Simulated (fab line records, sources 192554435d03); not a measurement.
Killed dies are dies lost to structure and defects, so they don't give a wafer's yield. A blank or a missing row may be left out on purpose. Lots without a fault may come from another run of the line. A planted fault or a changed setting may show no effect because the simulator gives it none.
fab line records | flow n5_finfet
record lots=7 wafers=21
route steps=1938 shown SD_EPI_P@321 SD_ACTIVATION@330 HKMG_FIN@391 MOL_CONTACT_COAG@518 BEOL_M0_SAQP@636
start_h: hours from the record's first day to the start of the lot's first wafer shown | wait_h: hours since the lot's step before | " the same as in the row above | L1.1+2: a row that stands for several wafers | - no value, or no start given | * or withheld: withheld | < > ~ a bound
route shown NAME@n: a module of which the file shows steps, and the number in the route of the first | usual: mean/standard deviation of fault-free wafers | same: alike in all rows | chamber/n: place in a boat | sites: the reading at each site | _std_site: their standard deviation | _edge_site: outer sites' mean less inner sites' | radius_mm: how far each site lies from the wafer's centre | mask NAME#n: copy n | behind: the tool/chamber that last shaped the wafer | hold: why the lot was held/for how many hours/how that ended | device: the transistor (n, p or np) that didn't switch | end of line: the same wafers' tests at the end of the route | a step without rows: its recipe alone | killed: dies lost to structure and defects at the first sort, not the wafer's yield | map: a wafer's dies, x killed, . not, _ none there
set.NAME: the setting as run; set.NAME@STEP: as run at that earlier step | model.NAME: the simulator's own value behind a step, which no gauge read
lots whose settings were changed on purpose; a table a step, a row a wafer
## steps
# step N5_SD_EPI_P_EPI_21
# recipe material=SiGe:B dopant=B temp_c=550 pressure_torr=20 ambient=H2 time_s=355
# columns lot.wafer tool chamber start_h wait_h set.temp_c model.SiGe-B_of_SD_EPI_P_EPI_21.thk_nm
L075.1 epi_rpcvd-03 0 61.02 0.1 550 61
L075.4 " 0 62.10 1.1 550 60.2
L075.6 " 0 " " 550 60
L077.1 epi_rpcvd-01 0 76.18 0.1 550 60
L077.4 " 0 77.26 1.1 550 59.4
L077.5 " 0 " " 548 57.2
L084.2 epi_rpcvd-02 0 116.52 0.6 550 60.8
L084.4 " 0 " " 553.3 64.8
L084.6 " 0 " " 553.3 65
L090.1 epi_rpcvd-02 0 150.17 0.1 550 60.8
L090.4 " 0 151.25 1.1 550 61.6
L090.5 " 0 " " 550 61.2
L092.2 epi_rpcvd-01 0 164.37 0.6 553.1 65
L092.3+5 " 0 " " 550 61.2
L095.2 epi_rpcvd-02 0 182.36 0.6 550 62.6
L095.3 " 0 " " 550 62
L095.6 " 0 184.28 2.4 550 62.4
L097.3 epi_rpcvd-01 0 194.17 0.8 550 60.8
L097.4 " 0 " " 546.7 57.2
L097.6 " 0 " " 546.7 56.4
# step N5_SD_EPI_P_EPI_MEAS_23
# recipe mode=xrd
# usual thk_nm=61.0/1.6
# columns lot.wafer tool chamber start_h wait_h set.temp_c@SD_EPI_P_EPI_21 thk_nm
L075.1 film_metro-02 - 63.21 1.8 550 60.7
L075.4 " - " " 550 62.2
L075.6 " - " " 550 60.9
L077.1 film_metro-01 - 78.38 1.8 550 58.6
L077.4 " - " " 550 58.7
L077.5 " - " " 548 56.3
L084.2 film_metro-01 - 118.96 2.0 550 59.5
L084.4 " - " " 553.3 64.0
L084.6 " - " " 553.3 64.5
L090.1 film_metro-01 - 152.37 1.8 550 62.2
L090.4 " - " " 550 63.0
L090.5 " - " " 550 60.9
L092.2 film_metro-01 - 166.81 2.0 553.1 65.5
L092.3 " - " " 550 62.6
L092.5 " - " " 550 59.8
L095.2 film_metro-02 - 184.80 2.0 550 63.8
L095.3 " - " " 550 60.5
L095.6 " - " " 550 62.1
L097.3 film_metro-01 - 195.65 1.1 550 60.6
L097.4 " - " " 546.7 57.1
L097.6 " - " " 546.7 56.2
# step N5_SD_EPI_P_HM_STRIP_48
# recipe chemistry=H3PO4 temp_c=160 material=SiNx target=SiNx target_depth_a=30 overetch_fraction=0.3
# columns lot.wafer tool chamber start_h wait_h set.temp_c@SD_EPI_P_EPI_21 model.SiGe-B_of_SD_EPI_P_EPI_21.thk_nm
L075.1 wet_bench-01 7 63.25 0.0 550 60.8
L075.4 " 2 " " 550 59.8
L075.6 " 6 " " 550 59.6
L077.1 wet_bench-04 3 78.41 0.0 550 59.8
L077.4 " 0 " " 550 59.2
L077.5 " 4 " " 548 57
L084.2 wet_bench-04 2 118.99 0.0 550 60.6
L084.4+6 " 1,5 " " 553.3 64.6
L090.1 wet_bench-03 1 152.41 0.0 550 60.4
L090.4 " 0 " " 550 61.4
L090.5 " 2 " " 550 61
L092.2 wet_bench-04 4 166.84 0.0 553.1 64.8
L092.3+5 " 1,7 " " 550 60.8
L095.2 wet_bench-01 0 184.83 0.0 550 62.2
L095.3 " 1 " " 550 61.8
L095.6 " 2 " " 550 62
L097.3 wet_bench-03 1 195.69 0.0 550 60.4
L097.4 " 5 " " 546.7 57
L097.6 " 4 " " 546.7 56.2
# step N5_SD_EPI_P_SRD_49
# recipe dry=ipa_marangoni time_s=30 temp_c=23 rinse_liquid=diw
# step N5_SD_EPI_P_PRECLEAN_24
# recipe chemistry=O3/DIW time_s=45 temp_c=22 o3_ppm=10
# step N5_SD_ACTIVATION_RTA_00
# recipe temp_c=975 time_s=0 ambient=N2 idle_temp_c=600 ramp_up_c_per_s=150 ramp_down_c_per_s=60 cool_to_c=600
# step N5_SD_ACTIVATION_LSA_01
# recipe temp_c=1080 time_s=0.0008 ambient=N2
# step N5_SD_ACTIVATION_RS_MEAS_03
# recipe thk_meas_gauge=four-point-probe
# usual RS_SD_N=21.90/0.25 RS_SD_P=56.2/1.1
# columns lot.wafer tool chamber start_h wait_h set.temp_c@SD_EPI_P_EPI_21 RS_SD_N[ohm/sq] RS_SD_P[ohm/sq]
L075.1 film_metro-02 - 63.82 0.2 550 21.67 55.9
L075.4 " - " " 550 21.75 57.3
L075.6 " - " " 550 21.81 56.9
L077.1 film_metro-01 - 78.98 0.2 550 21.89 56.7
L077.4 " - " " 550 21.73 57.4
L077.5 " - " " 548 21.83 59.9
L084.2 film_metro-02 - 119.58 0.2 550 21.99 55.7
L084.4 " - " " 553.3 22.07 51.5
L084.6 " - " " 553.3 21.86 51.5
L090.1 film_metro-01 - 152.97 0.2 550 22.11 56.6
L090.4 " - " " 550 21.79 55.7
L090.5 " - " " 550 21.79 56.2
L092.2 film_metro-01 - 167.61 0.2 553.1 21.92 52.2
L092.3 " - " " 550 22.21 56.1
L092.5 " - " " 550 22.05 55.2
L095.2 film_metro-01 - 185.50 0.2 550 21.84 54.8
L095.3 " - " " 550 21.92 54.8
L095.6 " - " " 550 21.90 54.5
L097.3 film_metro-02 - 196.50 0.2 550 22.16 56.7
L097.4 " - " " 546.7 22.62 60.7
L097.6 " - " " 546.7 22.43 61.5
# step N5_HKMG_FIN_COAT_42
# recipe resist=SiARC temp_c=220 time_s=60 spin_rpm=1500 resist_thk_nm=35
# columns lot.wafer tool chamber start_h wait_h set.spin_rpm model.SiARC_of_HKMG_FIN_COAT_42.thk_nm
L075.1+4+6 litho_track-05 0 - - 1500 35.2
L077.1+4+5 litho_track-04 0 - - 1500 35
L084.2 litho_track-04 0 - - 1447 35.6
L084.4 " 0 " " 1500 35
L084.6 " 0 " " 1500 34.8
L090.1 litho_track-01 0 - - 1500 35
L090.4+5 " 0 " " 1618 33.8
L092.2 litho_track-05 0 - - 1500 35
L092.3+5 " 0 " " 1401 36.2
L095.2+3 litho_track-01 0 - - 1500 35
L095.6 " 0 " " 1500 35.2
L097.3+4 litho_track-04 0 - - 1444 35.4
L097.6 " 0 " " 1500 34.8
# step N5_HKMG_FIN_COAT_43
# recipe resist=CAR-ArF spin_rpm=1500 resist_thk_nm=90
# columns lot.wafer tool chamber start_h wait_h set.spin_rpm model.CAR-ArF_of_HKMG_FIN_COAT_43.thk_nm
L075.1+4+6 litho_track-05 0 - - 1500 90.2
L077.1+5 litho_track-04 0 - - 1500 90
L077.4 " 0 " " 1500 90.2
L084.2 litho_track-04 0 - - 1613 86.8
L084.4 " 0 " " 1500 90.2
L084.6 " 0 " " 1613 86.6
L090.1+4+5 litho_track-01 0 - - 1500 90.4
L092.2 litho_track-05 0 - - 1372 93.8
L092.3 " 0 " " 1372 93.6
L092.5 " 0 " " 1372 94.2
L095.2+3 litho_track-01 0 - - 1500 90.4
L095.6 " 0 " " 1500 90.6
L097.3+6 litho_track-04 0 - - 1407 93.2
L097.4 " 0 " " 1500 90.2
# step N5_HKMG_FIN_EBR_45
# recipe solvent=PGMEA ebr_width_mm=1.5
# step N5_HKMG_FIN_SOFTBAKE_44
# recipe temp_c=110 time_s=60 resist=CAR-ArF
# step N5_HKMG_FIN_EXPOSE_46
# recipe mask_id=NDIPOLE na=1.35 source_shape=conventional sigma_outer=0.8 polarization=unpolarized dose_mj=40
# step N5_HKMG_FIN_PEB_47
# recipe peb_temp_c=withheld peb_time_s=60 resist=CAR-ArF
# step N5_HKMG_FIN_DEVELOP_48
# recipe develop_time_s=30 developer=TMAH resist=CAR-ArF rinse_liquid=diw dry=air_spin dev_temp_c=23
# columns lot.wafer tool chamber start_h wait_h set.spin_rpm@HKMG_FIN_COAT_43 model.CAR-ArF_of_HKMG_FIN_COAT_43.thk_nm
L075.1+6 litho_track-01 0 - - 1500 88.4
L075.4 " 0 " " 1500 88.6
L077.1+5 litho_track-01 0 - - 1500 88.2
L077.4 " 0 " " 1500 88.4
L084.2 litho_track-01 0 - - 1613 85
L084.4 " 0 " " 1500 88.4
L084.6 " 0 " " 1613 84.8
L090.1+4 litho_track-01 0 - - 1500 88.6
L090.5 " 0 " " 1500 88.8
L092.2 litho_track-01 0 - - 1372 92.2
L092.3 " 0 " " 1372 91.8
L092.5 " 0 " " 1372 92.4
L095.2 litho_track-04 0 - - 1500 88.6
L095.3+6 " 0 " " 1500 88.8
L097.3+6 litho_track-04 0 - - 1407 91.4
L097.4 " 0 " " 1500 88.6
# step N5_HKMG_FIN_DESCUM_53
# recipe chemistry=O2 time_s=7.9 source_power_w=50 bias_power_w=20 pressure_mtorr=20 rf_frequency_hz=2.712e+07 temp_c=40 resist=CAR-ArF o2_flow_sccm=225
# columns lot.wafer tool chamber start_h wait_h set.spin_rpm@HKMG_FIN_COAT_43 model.CAR-ArF_of_HKMG_FIN_COAT_43.thk_nm
L075.1 rie_diel-05 2 77.70 0.0 1500 83.4
L075.4+6 " 0 " " 1500 83.8
L077.1 rie_diel-01 3 92.51 0.0 1500 83.2
L077.4 " 1 " " 1500 83.6
L077.5 " 3 " " 1500 83.4
L084.2 rie_diel-01 0 132.07 0.1 1613 80.2
L084.4 " 3 " " 1500 83.4
L084.6 " 3 " " 1613 79.8
L090.1+4+5 rie_diel-04 0,3,0 165.71 0.0 1500 83.8
L092.2 rie_diel-01 1 181.40 0.0 1372 87.4
L092.3 " 0 " " 1372 87.2
L092.5 " 1 " " 1372 87.6
L095.2 rie_diel-05 3 198.08 0.0 1500 83.8
L095.3+6 " 1 " " 1500 84
L097.3+6 rie_diel-05 2 209.98 0.0 1407 86.6
L097.4 " 0 " " 1500 83.8
# step N5_HKMG_FIN_ETCH_54
# recipe chemistry=CF4 target=SiARC target_depth_a=455 mask_material=CAR-ArF time_s=75.8 ion_energy_ev=80 pressure_mtorr=40 source_w=545 bias_w=36 Ar_flow_sccm=100 cf4_flow_sccm=100 ends=cleared
# columns lot.wafer tool chamber start_h wait_h set.spin_rpm@HKMG_FIN_COAT_42 set.spin_rpm@HKMG_FIN_COAT_43 model.CAR-ArF_of_HKMG_FIN_COAT_43.thk_nm model.etch.depth_nm
L075.1 rie_diel-05 2 77.73 0.0 1500 1500 50.8 35.12
L075.4 " 0 " " 1500 1500 51 35.18
L075.6 " 0 " " 1500 1500 51 35.16
L077.1 rie_diel-01 3 92.54 0.0 1500 1500 50.6 35.07
L077.4 " 1 " " 1500 1500 51 35.04
L077.5 " 3 " " 1500 1500 50.8 34.97
L084.2 rie_diel-01 0 132.11 0.0 1447 1613 47.2 35.52
L084.4 " 3 " " 1500 1500 51 34.94
L084.6 " 3 " " 1500 1613 47.4 34.88
L090.1 rie_diel-04 0 165.75 0.0 1500 1500 51.2 35.06
L090.4 " 3 " " 1618 1500 52.2 33.79
L090.5 " 0 " " 1618 1500 52.4 33.83
L092.2 rie_diel-01 1 181.44 0.0 1500 1372 54.8 35.01
L092.3 " 0 " " 1401 1372 53.4 36.22
L092.5 " 1 " " 1401 1372 53.8 36.24
L095.2 rie_diel-05 3 198.11 0.0 1500 1500 51.2 35.08
L095.3 " 1 " " 1500 1500 51.4 35.04
L095.6 " 1 " " 1500 1500 51.4 35.12
L097.3 rie_diel-05 2 210.02 0.0 1444 1407 53.4 35.49
L097.4 " 0 " " 1444 1500 50.8 35.43
L097.6 " 2 " " 1500 1407 54 34.88
# step N5_HKMG_FIN_EXPOSE_09
# recipe mask_id=NWFM na=1.35 source_shape=conventional sigma_outer=0.8 polarization=unpolarized dose_mj=39.25
# columns lot.wafer tool chamber start_h wait_h mask set.dose_mj
L075.1+4+6 arfi_scanner-03 0 80.87 - NWFM#0 39.25
L077.1+4+5 arfi_scanner-02 0 95.82 - NWFM#0 39.25
L084.2+4 arfi_scanner-02 0 135.24 - NWFM#0 39.25
L084.6 " 0 " " NWFM#0 37.47
L090.1+4+5 arfi_scanner-02 0 168.83 - NWFM#0 39.25
L092.2+3+5 arfi_scanner-01 0 185.31 - NWFM#0 39.25
L095.2+6 arfi_scanner-01 0 201.26 - NWFM#0 41.98
L095.3 " 0 " " NWFM#0 39.25
L097.3+6 arfi_scanner-02 0 213.30 - NWFM#0 39.25
L097.4 " 0 " " NWFM#0 40.35
# step N5_HKMG_FIN_PEB_10
# recipe peb_temp_c=withheld peb_time_s=60 resist=CAR-ArF
# step N5_HKMG_FIN_DEVELOP_11
# recipe develop_time_s=30 developer=TMAH resist=CAR-ArF dev_temp_c=23 rinse_liquid=diw dry=air_spin
# step N5_HKMG_FIN_CD_MEAS_12
# recipe target_cd_nm=92.8 landing_energy_ev=500 detector=se_inlens
# usual cd_nm=92.8/0.8
# columns lot.wafer tool chamber start_h wait_h set.dose_mj@HKMG_FIN_EXPOSE_09 cd_nm
L075.1 cd_sem-02 0 80.99 - 39.25 93.9
L075.4 " 0 " " 39.25 93.4
L075.6 " 0 " " 39.25 92.9
L077.1 cd_sem-02 0 95.94 - 39.25 94.5
L077.4 " 0 " " 39.25 95.2
L077.5 " 0 " " 39.25 94.0
L084.2 cd_sem-02 0 135.36 - 39.25 92.4
L084.4 " 0 " " 39.25 93.9
L084.6 " 0 " " 37.47 89.0
L090.1 cd_sem-02 0 168.96 - 39.25 93.0
L090.4 " 0 " " 39.25 93.0
L090.5 " 0 " " 39.25 93.4
L092.2 cd_sem-03 0 185.43 - 39.25 92.1
L092.3 " 0 " " 39.25 93.0
L092.5 " 0 " " 39.25 92.9
L095.2 cd_sem-01 0 201.38 - 41.98 97.0
L095.3 " 0 " " 39.25 91.8
L095.6 " 0 " " 41.98 96.6
L097.3 cd_sem-01 0 213.41 - 39.25 93.0
L097.4 " 0 " " 40.35 94.8
L097.6 " 0 " " 39.25 92.7
# step N5_HKMG_FIN_ETCH_35
# recipe chemistry=N2/H2 target=SOC target_depth_a=2158 ion_energy_ev=65 bias_w=5 source_w=3000 time_s=243.4 pressure_mtorr=30 n2_flow_sccm=200 h2_flow_sccm=200
# usual rf_vpp_V=141.6/0.9
# columns lot.wafer tool chamber start_h wait_h set.source_w rf_vpp_V
L075.1 rie_diel-05 3 81.38 0.0 3000 142.3
L075.4 " 2 " " 3000 143.3
L075.6 " 3 " " 3000 141.3
L077.1 rie_diel-05 0 96.33 0.0 3000 141.7
L077.4 " 2 " " 2578 149.5
L077.5 " 0 " " 3000 142.4
L084.2 rie_diel-05 3 135.75 0.0 3000 142.7
L084.4 " 2 " " 2624 148.1
L084.6 " 3 " " 2624 147.0
L090.1 rie_diel-01 3 169.35 0.0 3000 139.2
L090.4 " 2 " " 3000 140.5
L090.5 " 3 " " 3000 140.9
L092.2 rie_diel-04 2 185.84 0.0 3000 141.3
L092.3 " 0 " " 3000 140.9
L092.5 " 0 " " 2532 149.5
L095.2 rie_diel-04 0 201.89 0.0 3000 140.5
L095.3 " 3 " " 3000 141.7
L095.6 " 1 " " 3000 142.7
L097.3 rie_diel-04 0 213.80 0.0 3000 141.5
L097.4 " 2 " " 3000 141.4
L097.6 " 0 " " 3000 142.1
# step N5_MOL_CONTACT_COAG_COAT_104
# recipe resist=SiARC temp_c=220 time_s=60 spin_rpm=1500 resist_thk_nm=12
# columns lot.wafer tool chamber start_h wait_h set.spin_rpm model.SiARC_of_MOL_CONTACT_COAG_COAT_104.thk_nm
L075.1+4+6 litho_track-02 0 - - 1500 12
L077.1+5 litho_track-02 0 - - 1435 12.2
L077.4 " 0 " " 1500 12
L084.2+4+6 litho_track-04 0 - - 1500 12
L090.1 litho_track-04 0 - - 1333 12.6
L090.4 " 0 " " 1500 12
L090.5 " 0 " " 1333 12.8
L092.2 litho_track-01 0 - - 1500 12
L092.3+5 " 0 " " 1355 12.6
L095.2+3+6 litho_track-04 0 - - 1500 12
L097.3+4+6 litho_track-02 0 - - 1500 12
# step N5_MOL_CONTACT_COAG_COAT_58
# recipe resist=underlayer temp_c=205 time_s=60 spin_rpm=1500 resist_thk_nm=10
# step N5_MOL_CONTACT_COAG_COAT_02
# recipe resist=CAR-EUV spin_rpm=1500 resist_thk_nm=30
# step N5_MOL_CONTACT_COAG_DESCUM_13
# recipe chemistry=O2 time_s=7 source_power_w=50 bias_power_w=20 pressure_mtorr=20 rf_frequency_hz=2.712e+07 temp_c=40 resist=CAR-EUV o2_flow_sccm=225
# step N5_MOL_CONTACT_COAG_ETCH_59
# recipe chemistry=N2/H2 target=underlayer target_depth_a=130 mask_material=CAR-EUV time_s=10.4 ion_energy_ev=200 pressure_mtorr=30 source_w=840 bias_w=150 n2_flow_sccm=200 h2_flow_sccm=200 ends=cleared
# step N5_MOL_CONTACT_COAG_ETCH_105
# recipe chemistry=CF4 target=SiARC target_depth_a=156 mask_material=CAR-EUV time_s=26 ion_energy_ev=80 pressure_mtorr=40 source_w=545 bias_w=36 Ar_flow_sccm=100 cf4_flow_sccm=100 ends=cleared
# columns lot.wafer tool chamber start_h wait_h set.spin_rpm@MOL_CONTACT_COAG_COAT_104 model.etch.depth_nm
L075.1 rie_diel-04 0 93.05 0.0 1500 12.05
L075.4 " 1 " " 1500 12.06
L075.6 " 3 " " 1500 12.09
L077.1 rie_diel-01 2 108.02 0.0 1435 12.26
L077.4 " 1 " " 1500 12.04
L077.5 " 3 " " 1435 12.29
L084.2 rie_diel-05 1 149.63 0.0 1500 11.97
L084.4 " 2 " " 1500 11.96
L084.6 " 3 " " 1500 11.95
L090.1 rie_diel-05 1 181.56 0.0 1333 12.68
L090.4 " 2 " " 1500 11.99
L090.5 " 2 " " 1333 12.7
L092.2 rie_diel-01 1 198.86 0.0 1500 11.98
L092.3 " 2 " " 1355 12.62
L092.5 " 1 " " 1355 12.64
L095.2 rie_diel-05 1 214.50 0.0 1500 12.02
L095.3 " 2 " " 1500 12
L095.6 " 0 " " 1500 12.01
L097.3 rie_diel-01 1 227.21 0.0 1500 11.97
L097.4 " 2 " " 1500 11.99
L097.6 " 0 " " 1500 11.95
# step N5_BEOL_M0_SAQP_PECVD_96
# recipe material=a-Si target_thk_a=450 temp_c=350 precursor=SiH4/He pressure_torr=3 rf_w=100 time_s=45.2
# columns lot.wafer tool chamber start_h wait_h set.time_s model.a-Si_of_BEOL_M0_SAQP_PECVD_96.thk_nm
L075.1+6 pecvd-01 2 109.20 0.0 45.2 45.2
L075.4 " 1 " " 45.2 45
L077.1 pecvd-04 1 126.76 0.0 45.2 44.6
L077.4 " 0 " " 51.31 52.2
L077.5 " 0 " " 45.2 45.6
L084.2 pecvd-04 1 168.90 0.0 45.2 43.8
L084.4+6 " 0,2 " " 45.2 45.4
L090.1 pecvd-03 2 201.03 0.0 50.46 49.6
L090.4 " 2 " " 45.2 45.8
L090.5 " 1 " " 45.2 44.8
L092.2 pecvd-03 0 216.81 0.0 50.41 48.8
L092.3+5 " 0,1 " " 50.41 49.2
L095.2 pecvd-03 2 235.19 0.0 45.2 44.8
L095.3 " 1 " " 47.88 45.8
L095.6 " 2 " " 47.88 47.2
L097.3+6 pecvd-03 2 248.81 0.0 45.2 44.4
L097.4 " 1 " " 45.2 43.6
## key
split step=N5_SD_EPI_P_EPI_21 setting=temp_c stated=550 by=wafer
response step=N5_SD_EPI_P_EPI_21 reading=model.SiGe-B_of_SD_EPI_P_EPI_21.thk_nm change=+6.76 per=1% r=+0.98
response step=N5_SD_EPI_P_EPI_MEAS_23 reading=thk_nm change=* per=1% r=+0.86
response step=N5_SD_EPI_P_HM_STRIP_48 reading=model.SiGe-B_of_SD_EPI_P_EPI_21.thk_nm change=+6.7 per=1% r=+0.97
response step=N5_SD_ACTIVATION_RS_MEAS_03 reading=RS_SD_P change=-6.91 per=1% r=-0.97
split step=N5_HKMG_FIN_COAT_42 setting=spin_rpm stated=1500 by=wafer
response step=N5_HKMG_FIN_COAT_42 reading=model.SiARC_of_HKMG_FIN_COAT_42.thk_nm change=-0.167 per=1% r=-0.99
response step=N5_HKMG_FIN_ETCH_54 reading=model.etch.depth_nm change=-0.168 per=1% r=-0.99
response step=N5_HKMG_FIN_ETCH_54 reading=model.CAR-ArF_of_HKMG_FIN_COAT_43.thk_nm slope=+0.15 per=1% together_with=spin_rpm@HKMG_FIN_COAT_43 explained=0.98
split step=N5_HKMG_FIN_COAT_43 setting=spin_rpm stated=1500 by=wafer
response step=N5_HKMG_FIN_COAT_43 reading=model.CAR-ArF_of_HKMG_FIN_COAT_43.thk_nm change=-0.472 per=1% r=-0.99
response step=N5_HKMG_FIN_DEVELOP_48 reading=model.CAR-ArF_of_HKMG_FIN_COAT_43.thk_nm change=-0.459 per=1% r=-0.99
response step=N5_HKMG_FIN_DESCUM_53 reading=model.CAR-ArF_of_HKMG_FIN_COAT_43.thk_nm change=-0.451 per=1% r=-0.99
response step=N5_HKMG_FIN_ETCH_54 reading=model.CAR-ArF_of_HKMG_FIN_COAT_43.thk_nm change=-0.482 per=1% r=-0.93
split step=N5_HKMG_FIN_EXPOSE_09 setting=dose_mj stated=39.25 by=wafer
response step=N5_HKMG_FIN_CD_MEAS_12 reading=cd_nm change=+0.77 per=1% r=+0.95
split step=N5_HKMG_FIN_ETCH_35 setting=source_w stated=3000 by=wafer
response step=N5_HKMG_FIN_ETCH_35 reading=rf_vpp_V change=-0.494 per=1% r=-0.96
split step=N5_MOL_CONTACT_COAG_COAT_104 setting=spin_rpm stated=1500 by=wafer
response step=N5_MOL_CONTACT_COAG_COAT_104 reading=model.SiARC_of_MOL_CONTACT_COAG_COAT_104.thk_nm change=-0.0612 per=1% r=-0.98
response step=N5_MOL_CONTACT_COAG_ETCH_105 reading=model.etch.depth_nm change=-0.0639 per=1% r=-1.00
split step=N5_BEOL_M0_SAQP_PECVD_96 setting=time_s stated=45.2 by=wafer
response step=N5_BEOL_M0_SAQP_PECVD_96 reading=model.a-Si_of_BEOL_M0_SAQP_PECVD_96.thk_nm change=+0.442 per=1% r=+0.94
